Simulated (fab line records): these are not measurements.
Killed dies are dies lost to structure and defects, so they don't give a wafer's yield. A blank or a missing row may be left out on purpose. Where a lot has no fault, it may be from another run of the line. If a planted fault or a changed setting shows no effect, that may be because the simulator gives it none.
What tool caused it? :: flow n5Finfet :: 24 lots, 72 wafers sampled, at 4 steps of a route of 1938

WHAT THE GAUGES SHOWED, per wafer
N5_BEOL_M12_INSPECT_12: inspects for defects (macro). Usual: rawDefectCount 2.0, standard deviation 1.4.
lot: L074
measured: day 11 01:35
on: defectInspect-02
rawDefectCount: 1 3 1
flag: 

lot: L076
measured: day 11 14:55
on: defectInspect-02
rawDefectCount: 1 3 0
flag: 

lot: L075
measured: day 11 18:59
on: defectInspect-02
rawDefectCount: 3 2 4
flag: 

lot: L077
measured: day 12 11:02
on: defectInspect-01
rawDefectCount: 2 1 0
flag: 

lot: L078
measured: day 12 12:34
on: defectInspect-01
rawDefectCount: 0 1 5
flag: 

lot: L079
measured: day 12 13:20
on: defectInspect-02
rawDefectCount: 2 3 0
flag: 

lot: L080
measured: day 12 20:11
on: defectInspect-01
rawDefectCount: 1 0 4
flag: 

lot: L082
measured: day 13 04:16
on: defectInspect-02
rawDefectCount: 2 1 1
flag: 

lot: L081
measured: day 13 04:26
on: defectInspect-02
rawDefectCount: 1 1 4
flag: 

lot: L083
measured: day 13 08:34
on: defectInspect-02
rawDefectCount: 1 1 5
flag: 

lot: L084
measured: day 13 12:35
on: defectInspect-01
rawDefectCount: 2 1 2
flag: 

lot: L085
measured: day 13 20:50
on: defectInspect-02
rawDefectCount: 2 2 1
flag: 

lot: L087
measured: day 14 05:24
on: defectInspect-02
rawDefectCount: 1 1 4
flag: 

lot: L086
measured: day 14 10:42
on: defectInspect-01
rawDefectCount: 1 2 3
flag: 

lot: L090
measured: day 14 21:07
on: defectInspect-01
rawDefectCount: 4 2 3
flag: 

lot: L089
measured: day 14 22:00
on: defectInspect-02
rawDefectCount: 1 0 3
flag: 

lot: L088
measured: day 15 02:53
on: defectInspect-01
rawDefectCount: 1 5 1
flag: 

lot: L092
measured: day 15 16:42
on: defectInspect-02
rawDefectCount: 2 0 2
flag: 

lot: L093
measured: day 15 18:20
on: defectInspect-02
rawDefectCount: 4 0 1
flag: 

lot: L091
measured: day 16 07:16
on: defectInspect-02
rawDefectCount: 0 1 2
flag: 

lot: L096
measured: day 16 12:17
on: defectInspect-01
rawDefectCount: 3 1 5
flag: 

lot: L094
measured: day 16 12:19
on: defectInspect-01
rawDefectCount: 2 3 1
flag: 

lot: L095
measured: day 16 20:28
on: defectInspect-02
rawDefectCount: 2 2 2
flag: 

lot: L097
measured: day 17 00:27
on: defectInspect-02
rawDefectCount: 4 0 2
flag: 

N5_BEOL_M12_INSPECT_30: inspects for defects (macro). Usual: rawDefectCount 1.9, standard deviation 1.4.
lot: L074
measured: day 11 02:30
on: defectInspect-02
rawDefectCount: 2 1 0
flag: 

lot: L076
measured: day 11 15:50
on: defectInspect-01
rawDefectCount: 2 5 2
flag: 

lot: L075
measured: day 11 20:10
on: defectInspect-02
rawDefectCount: 1 3 1
flag: 

lot: L077
measured: day 12 11:56
on: defectInspect-02
rawDefectCount: 3 4 0
flag: 

lot: L078
measured: day 12 13:57
on: defectInspect-01
rawDefectCount: 1 4 2
flag: 

lot: L079
measured: day 12 14:35
on: defectInspect-02
rawDefectCount: 2 4 2
flag: 

lot: L080
measured: day 12 21:14
on: defectInspect-02
rawDefectCount: 4 1 2
flag: 

lot: L082
measured: day 13 05:20
on: defectInspect-01
rawDefectCount: 1 0 4
flag: 

lot: L081
measured: day 13 05:42
on: defectInspect-01
rawDefectCount: 2 3 1
flag: 

lot: L083
measured: day 13 09:36
on: defectInspect-02
rawDefectCount: 3 1 4
flag: 

lot: L084
measured: day 13 15:39
on: defectInspect-01
rawDefectCount: 2 1 1
flag: 

lot: L085
measured: day 13 21:54
on: defectInspect-02
rawDefectCount: 0 1 2
flag: 

lot: L087
measured: day 14 06:19
on: defectInspect-02
rawDefectCount: 3 1 1
flag: 

lot: L086
measured: day 14 11:49
on: defectInspect-01
rawDefectCount: 2 2 4
flag: 

lot: L090
measured: day 14 22:10
on: defectInspect-02
rawDefectCount: 3 5 3
flag: 

lot: L089
measured: day 14 22:55
on: defectInspect-01
rawDefectCount: 2 1 1
flag: 

lot: L088
measured: day 15 03:48
on: defectInspect-02
rawDefectCount: 2 1 1
flag: 

lot: L092
measured: day 15 17:44
on: defectInspect-02
rawDefectCount: 1 1 1
flag: 

lot: L093
measured: day 15 19:14
on: defectInspect-02
rawDefectCount: 5 4 1
flag: 

lot: L091
measured: day 16 08:19
on: defectInspect-01
rawDefectCount: 2 4 3
flag: 

lot: L096
measured: day 16 13:22
on: defectInspect-01
rawDefectCount: 1 1 0
flag: 

lot: L094
measured: day 16 13:46
on: defectInspect-01
rawDefectCount: 4 2 1
flag: 

lot: L095
measured: day 16 21:29
on: defectInspect-01
rawDefectCount: 2 2 4
flag: 

lot: L097
measured: day 17 01:35
on: defectInspect-01
rawDefectCount: 2 0 0
flag: 

N5_BEOL_M13_OVL_MEAS_29. Usual: M13_OVL typically reads 1 nm, with standard deviation 5.3.
lot: L074
measured: day 11 06:57
on: overlay-01
M13_OVL (nm): -2 2 -1
flag: 

lot: L076
measured: day 11 20:49
on: overlay-02
M13_OVL (nm): -10 7 -1
flag: 

lot: L075
measured: day 12 01:59
on: overlay-02
M13_OVL (nm): 11 4 11
flag: 

lot: L077
measured: day 12 16:31
on: overlay-02
M13_OVL (nm): 6 4 3
flag: 

lot: L078
measured: day 12 20:59
on: overlay-02
M13_OVL (nm): -4 1 -1
flag: 

lot: L079
measured: day 12 21:32
on: overlay-02
M13_OVL (nm): 5 6 2
flag: 

lot: L080
measured: day 13 03:32
on: overlay-02
M13_OVL (nm): 8 12 5
flag: 

lot: L082
measured: day 13 14:04
on: overlay-02
M13_OVL (nm): -5 -1 -3
flag: 

lot: L081
measured: day 13 14:50
on: overlay-02
M13_OVL (nm): -5 9 1
flag: 

lot: L083
measured: day 13 16:08
on: overlay-02
M13_OVL (nm): 7 2 7
flag: 

lot: L084
measured: day 13 19:52
on: overlay-01
M13_OVL (nm): 2 0 1
flag: 

lot: L085
measured: day 14 03:13
on: overlay-02
M13_OVL (nm): 1 -1 -5
flag: 

lot: L087
measured: day 14 11:40
on: overlay-02
M13_OVL (nm): -11 -4 -8
flag: 

lot: L086
measured: day 14 17:05
on: overlay-02
M13_OVL (nm): -12 -7 -5
flag: 

lot: L090
measured: day 15 05:23
on: overlay-01
M13_OVL (nm): 3 6 -3
flag: 

lot: L089
measured: day 15 04:55
on: overlay-01
M13_OVL (nm): -6 0 -8
flag: 

lot: L088
measured: day 15 09:10
on: overlay-01
M13_OVL (nm): -9 -1 -8
flag: 

lot: L092
measured: day 15 22:10
on: overlay-02
M13_OVL (nm): -1 7 10
flag: 

lot: L093
measured: day 16 00:08
on: overlay-02
M13_OVL (nm): -3 -6 -3
flag: 

lot: L091
measured: day 16 14:25
on: overlay-01
M13_OVL (nm): 5 -4 -11
flag: 

lot: L096
measured: day 16 17:40
on: overlay-02
M13_OVL (nm): 6 4 2
flag: 

lot: L094
measured: day 16 20:09
on: overlay-01
M13_OVL (nm): 4 4 7
flag: 

lot: L095
measured: day 17 02:26
on: overlay-02
M13_OVL (nm): 3 1 0
flag: 

lot: L097
measured: day 17 07:14
on: overlay-01
M13_OVL (nm): 1 4 10
flag: 

WHAT TOOL EACH LOT RAN ON (gives the tool, then ch and the chambers of the sampled wafers, and finally the start)
lot: L074
N5_BEOL_M12_CMP_49: cmp-03 ch 0,3, day 11 04:44

lot: L076
N5_BEOL_M12_CMP_49: cmp-01 ch 0,2,3, day 11 18:51

lot: L075
N5_BEOL_M12_CMP_49: cmp-04 ch 1,3, day 11 23:58

lot: L077
N5_BEOL_M12_CMP_49: cmp-03 ch 0,1,2, day 12 14:38

lot: L078
N5_BEOL_M12_CMP_49: cmp-04 ch 0,1,2, day 12 18:50

lot: L079
N5_BEOL_M12_CMP_49: cmp-01 ch 0,3, day 12 19:29

lot: L080
N5_BEOL_M12_CMP_49: cmp-01 ch 0,3, day 13 01:40

lot: L082
N5_BEOL_M12_CMP_49: cmp-01 ch 0,2,3, day 13 11:58

lot: L081
N5_BEOL_M12_CMP_49: cmp-03 ch 0,1, day 13 12:56

lot: L083
N5_BEOL_M12_CMP_49: cmp-04 ch 1,2, day 13 13:57

lot: L084
N5_BEOL_M12_CMP_49: cmp-04 ch 0,1, day 13 17:48

lot: L085
N5_BEOL_M12_CMP_49: cmp-01 ch 0,1,3, day 14 01:11

lot: L087
N5_BEOL_M12_CMP_49: cmp-01 ch 0,1, day 14 09:22

lot: L086
N5_BEOL_M12_CMP_49: cmp-01 ch 0,1,3, day 14 14:55

lot: L090
N5_BEOL_M12_CMP_49: cmp-01 ch 0,3, day 15 03:03

lot: L089
N5_BEOL_M12_CMP_49: cmp-03 ch 1,2,3, day 15 03:07

lot: L088
N5_BEOL_M12_CMP_49: cmp-04 ch 0,2,3, day 15 06:16

lot: L092
N5_BEOL_M12_CMP_49: cmp-03 ch 1,2,3, day 15 19:36

lot: L093
N5_BEOL_M12_CMP_49: cmp-01 ch 0,1,2, day 15 21:59

lot: L091
N5_BEOL_M12_CMP_49: cmp-01 ch 0,1,3, day 16 12:14

lot: L096
N5_BEOL_M12_CMP_49: cmp-01 ch 2,3, day 16 15:23

lot: L094
N5_BEOL_M12_CMP_49: cmp-01 ch 1,2,3, day 16 18:07

lot: L095
N5_BEOL_M12_CMP_49: cmp-04 ch 1,2,3, day 17 00:29

lot: L097
N5_BEOL_M12_CMP_49: cmp-04 ch 0,2,3, day 17 05:04
- N5_BEOL_M12_CMP_49: polishes, stops on SiOC, t overpolish 20.6 s, target thk 320 nm.

WHAT THE TOOLS THEMSELVES READ (means of the sampled wafers that have a number; where no wafer has one, the mark that the record gives instead)
N5_BEOL_M12_CMP_49. Usual: barrierFieldEndpointS 29.9 s, standard deviation 0.84; clearingPlatenDownForcePsi 1.5001 psi, standard deviation 0.003; motorCurrentA 5.7 A, standard deviation 0.8; overpolishRunS 20.601 s, standard deviation 0.0091.
lot: L074
tool: cmp-03
barrierFieldEndpointS (s): 30.1
clearingPlatenDownForcePsi (psi): 1.4985
motorCurrentA (A): 6.2
overpolishRunS (s): 20.592
flag: 

lot: L076
tool: cmp-01
barrierFieldEndpointS (s): 30.2
clearingPlatenDownForcePsi (psi): 1.4999
motorCurrentA (A): 5.3
overpolishRunS (s): 20.607
flag: 

lot: L075
tool: cmp-04
barrierFieldEndpointS (s): 30.1
clearingPlatenDownForcePsi (psi): 1.5027
motorCurrentA (A): 5.0
overpolishRunS (s): 20.602
flag: 

lot: L077
tool: cmp-03
barrierFieldEndpointS (s): 29.7
clearingPlatenDownForcePsi (psi): 1.5005
motorCurrentA (A): 6.4
overpolishRunS (s): 20.605
flag: 

lot: L078
tool: cmp-04
barrierFieldEndpointS (s): 30.5
clearingPlatenDownForcePsi (psi): 1.5031
motorCurrentA (A): 5.1
overpolishRunS (s): 20.600
flag: 

lot: L079
tool: cmp-01
barrierFieldEndpointS (s): 31.4
clearingPlatenDownForcePsi (psi): 1.5016
motorCurrentA (A): 6.0
overpolishRunS (s): 20.592
flag: 

lot: L080
tool: cmp-01
barrierFieldEndpointS (s): 30.7
clearingPlatenDownForcePsi (psi): 1.5014
motorCurrentA (A): 6.0
overpolishRunS (s): 20.597
flag: 

lot: L082
tool: cmp-01
barrierFieldEndpointS (s): 30.5
clearingPlatenDownForcePsi (psi): 1.4975
motorCurrentA (A): 5.3
overpolishRunS (s): 20.604
flag: 

lot: L081
tool: cmp-03
barrierFieldEndpointS (s): 30.2
clearingPlatenDownForcePsi (psi): 1.5030
motorCurrentA (A): 6.5
overpolishRunS (s): 20.601
flag: 

lot: L083
tool: cmp-04
barrierFieldEndpointS (s): 29.7
clearingPlatenDownForcePsi (psi): 1.4994
motorCurrentA (A): 4.9
overpolishRunS (s): 20.604
flag: 

lot: L084
tool: cmp-04
barrierFieldEndpointS (s): 29.6
clearingPlatenDownForcePsi (psi): 1.5026
motorCurrentA (A): 5.1
overpolishRunS (s): 20.604
flag: 

lot: L085
tool: cmp-01
barrierFieldEndpointS (s): 30.7
clearingPlatenDownForcePsi (psi): 1.4982
motorCurrentA (A): 5.9
overpolishRunS (s): 20.600
flag: 

lot: L087
tool: cmp-01
barrierFieldEndpointS (s): 30.2
clearingPlatenDownForcePsi (psi): 1.5008
motorCurrentA (A): 6.5
overpolishRunS (s): 20.595
flag: 

lot: L086
tool: cmp-01
barrierFieldEndpointS (s): 29.9
clearingPlatenDownForcePsi (psi): 1.5003
motorCurrentA (A): 6.0
overpolishRunS (s): 20.604
flag: 

lot: L090
tool: cmp-01
barrierFieldEndpointS (s): 30.6
clearingPlatenDownForcePsi (psi): 1.5006
motorCurrentA (A): 5.5
overpolishRunS (s): 20.599
flag: 

lot: L089
tool: cmp-03
barrierFieldEndpointS (s): 30.6
clearingPlatenDownForcePsi (psi): 1.4981
motorCurrentA (A): 6.0
overpolishRunS (s): 20.594
flag: 

lot: L088
tool: cmp-04
barrierFieldEndpointS (s): 28.3
clearingPlatenDownForcePsi (psi): 1.4986
motorCurrentA (A): 5.9
overpolishRunS (s): 20.594
flag: 

lot: L092
tool: cmp-03
barrierFieldEndpointS (s): 31.2
clearingPlatenDownForcePsi (psi): 1.4995
motorCurrentA (A): 6.1
overpolishRunS (s): 20.600
flag: 

lot: L093
tool: cmp-01
barrierFieldEndpointS (s): 29.9
clearingPlatenDownForcePsi (psi): 1.5029
motorCurrentA (A): 5.8
overpolishRunS (s): 20.605
flag: 

lot: L091
tool: cmp-01
barrierFieldEndpointS (s): 30.4
clearingPlatenDownForcePsi (psi): 1.4993
motorCurrentA (A): 5.9
overpolishRunS (s): 20.591
flag: 

lot: L096
tool: cmp-01
barrierFieldEndpointS (s): 29.5
clearingPlatenDownForcePsi (psi): 1.4997
motorCurrentA (A): 4.7
overpolishRunS (s): 20.599
flag: 

lot: L094
tool: cmp-01
barrierFieldEndpointS (s): 29.2
clearingPlatenDownForcePsi (psi): 1.4994
motorCurrentA (A): 5.4
overpolishRunS (s): 20.606
flag: 

lot: L095
tool: cmp-04
barrierFieldEndpointS (s): 28.9
clearingPlatenDownForcePsi (psi): 1.5004
motorCurrentA (A): 5.4
overpolishRunS (s): 20.598
flag: 

lot: L097
tool: cmp-04
barrierFieldEndpointS (s): 29.4
clearingPlatenDownForcePsi (psi): 1.5003
motorCurrentA (A): 5.8
overpolishRunS (s): 20.604
flag: 

THE ANSWER, worked out from the rows above alone
Rule: a lot counts as off when the mean over its wafers that have a number is more than 3 standard deviations away from the usual mean. A lot without any number at a reading at which 4 lots or more have one is off too. All remaining lots with rows at the step are treated as sound. After the gauges, taken in route order, come the tools' own readings; for these a lot's mean is taken, as printed above. The first step at which some lot is off is used, and at that step the reading that is off furthest; a lot without a number counts as furthest.
Nothing can be told from this: no lot is off at any reading shown.

WHAT THE SIMULATOR HAD INSERTED
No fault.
